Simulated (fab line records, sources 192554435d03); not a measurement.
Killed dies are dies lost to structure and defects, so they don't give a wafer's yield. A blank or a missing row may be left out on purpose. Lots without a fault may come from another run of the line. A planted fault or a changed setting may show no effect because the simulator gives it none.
A struck lot beside a sound one | flow n5_finfet | 38 steps out of a route of 1938
Sound: wafers L628.1, L628.2, L628.4. Struck: wafers L633.1, L633.3, L633.4. The cause comes at the end.
At each step with rows: each side's tool, then ch and its chambers, then its first start. Under that, the readings that differ: sound wafers | struck wafers | difference of the means | sigmas: that difference in standard deviations of wafers without a fault.
alike: readings whose means differ by less than 2 such deviations, and words and numbers that are the same on both sides. not compared: withheld readings, readings that some wafer has no value for, bounds like >300 that may hide the same value, and numbers for which the record gives no deviation and whose values overlap.
The two part at a step that has a row with sigmas, a row that says differs or no value, or rows on one side only. Numbers that don't overlap but have no deviation are shown without sigmas and don't part them. A reading that every wafer of one side lacks parts them only if that side has two wafers or more.

first, 12 steps without rows for these wafers: N5_BEOL_M0_ALD_136 (deposits TaN, pulse time 2 s, purge time 3 s, co reactant purge time 2 s); N5_BEOL_M0_SURFACE_TREAT_137; N5_BEOL_M0_CVD_115 (deposits Co from CCTBA/H2, time 120 s); N5_BEOL_M0_SPUTTER_116 (material Cu, target thk 4 nm, time 7.37 s); N5_BEOL_M0_ANNEAL_117 (time 60 s); N5_BEOL_M0_SPUTTER_132 (material Cu, target thk 4 nm, time 7.37 s); N5_BEOL_M0_ANNEAL_133 (time 60 s); N5_BEOL_M0_SPUTTER_134 (material Cu, target thk 4 nm, time 7.37 s); N5_BEOL_M0_ANNEAL_135 (time 60 s); N5_BEOL_M0_SPUTTER_141 (material Cu, target thk 4 nm, time 7.37 s); N5_BEOL_M0_ECD_118 (material Cu, target thk 300 nm); N5_BEOL_M0_ANNEAL_119 (time 90 s).
N5_BEOL_M0_CMP_120: polishes, stops on SiOC, t overpolish 6.9 s.
  sound on cmp-04 ch 0,2,3, day 8 18:10; struck on cmp-04 ch 0,2,3, day 10 00:19
  reading                                           | sound          | struck         | difference | sigmas
  barrier_field_endpoint_s (s)                      | 3.49 3.93 3.67 | 7.31 7.22 7.08 | +3.51      | +25
  time_to_endpoint_s (s)                            | 62 68 70       | 80 81 81       | +14        | +4
  model.SiOC_of_BEOL_M0_SAQP_ILD_DEP_01.thk_nm (nm) | 38.8 38.6 39.8 | 40.6 40.8 40.6 | +1.6       |
  alike: motor_current_A, overpolish_run_s, pad_life_wafers
then, 4 steps without rows for these wafers: N5_BEOL_M0_PRE_CLEAN_131 (time 15 s); N5_BEOL_M0_CO_CAP_123 (material Co, precursor CCTBA/H2, target thk 2 nm, time 102.1 s); N5_BEOL_M0_PRE_CLEAN_124 (time 15 s); N5_BEOL_M0_DEP_125 (deposits SiCN from 3MS/NH3, target thk 8 nm, time 14 s).
N5_BEOL_M0_INSPECT_127: inspects for defects (darkfield).
  sound on defect_inspect-02, day 8 18:43; struck on defect_inspect-02, day 10 00:54
  reading          | sound    | struck         | difference | sigmas
  raw_defect_count | 60 64 97 | 3609 3550 3722 | +3553      | +99 or more
then, 18 steps without rows for these wafers: N5_BEOL_M1_ILD_DEP_00 (deposits SiOC from DEMS/O2, target thk 79 nm, time 15.3 s); N5_BEOL_M1_PECVD_72 (deposits SiO2 from TEOS/O2, target thk 16 nm, time 18 s); N5_BEOL_M1_HM_DEP_02 (deposits TiN, target thk 20 nm); N5_BEOL_M1_COAT_61 (time 60 s, resist thk 60 nm); N5_BEOL_M1_COAT_62 (time 60 s, resist thk 12 nm); N5_BEOL_M1_COAT_73 (time 60 s, resist thk 5 nm); N5_BEOL_M1_COAT_05 (resist thk 30 nm); N5_BEOL_M1_EBR_07; N5_BEOL_M1_SOFTBAKE_06 (time 60 s); N5_BEOL_M1_EXPOSE_08 (exposes mask M1); N5_BEOL_M1_PEB_09 (peb time 60 s); N5_BEOL_M1_DEVELOP_10 (develop time 30 s); N5_BEOL_M1_DESCUM_16 (chemistry O2, time 7 s); N5_BEOL_M1_ETCH_74 (etches underlayer in N2/H2, target depth 6.5 nm, time 5.2 s); N5_BEOL_M1_ETCH_63 (etches SiARC in CF4, target depth 15.6 nm, time 26 s); N5_BEOL_M1_ETCH_64 (etches SOC in N2/H2, target depth 75 nm, overetch 15 nm, time 112.5 s); N5_BEOL_M1_STRIP_65 (strips in N2/H2); N5_BEOL_M1_STRIP_75 (strips in N2/H2).
N5_BEOL_M4_RC_MEAS_101:
  the record has rows for the sound wafers here (prober-01 ch 0, day 10 19:08) and none for the struck ones
-- the record jumps here: 7 days lie between the struck wafers' starts before and after (it left off in module BEOL_M4 and takes up again in module PASSIVATION, whose first step shown is number 1936 of the route) --
N5_PASSIVATION_PROBE_49:
  sound on prober-02, day 15 08:31; struck on prober-01, day 16 20:09
  reading                  | sound          | struck         | difference | sigmas
  defect_limited_yield (%) | 90.4 91.1 92.6 | 0 0 0          | -91        | -61
  killed_at_M0_to_M3       | 52 30 36       | 1120 1108 1117 | +1076      | +99 or more
  killed_dies              | 113 105 87     | 1180 1180 1180 | +1078      | +63
  killed_on_rim            | 9 18 9         | 152 152 152    | +140       | +39
  sort_n_pass              | 1067 1075 1093 | 0 0 0          | -1078      | -63
  sort_yield_pct (%)       | 90.4 91.1 92.6 | 0 0 0          | -91        | -61
  alike: killed_at_M4_up, killed_at_contacts, killed_at_front_end, killed_at_other, killed_open, killed_short, sort_bin_5_function, sort_bin_6_memory

WHERE THEY PART
First at N5_BEOL_M0_CMP_120; last, within this record, at N5_PASSIVATION_PROBE_49.

WHY: what the simulator had put in
Process parameter drift: cmp-04, from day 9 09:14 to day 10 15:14, at N5_BEOL_M0_CMP_120. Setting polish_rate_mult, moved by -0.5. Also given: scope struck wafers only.
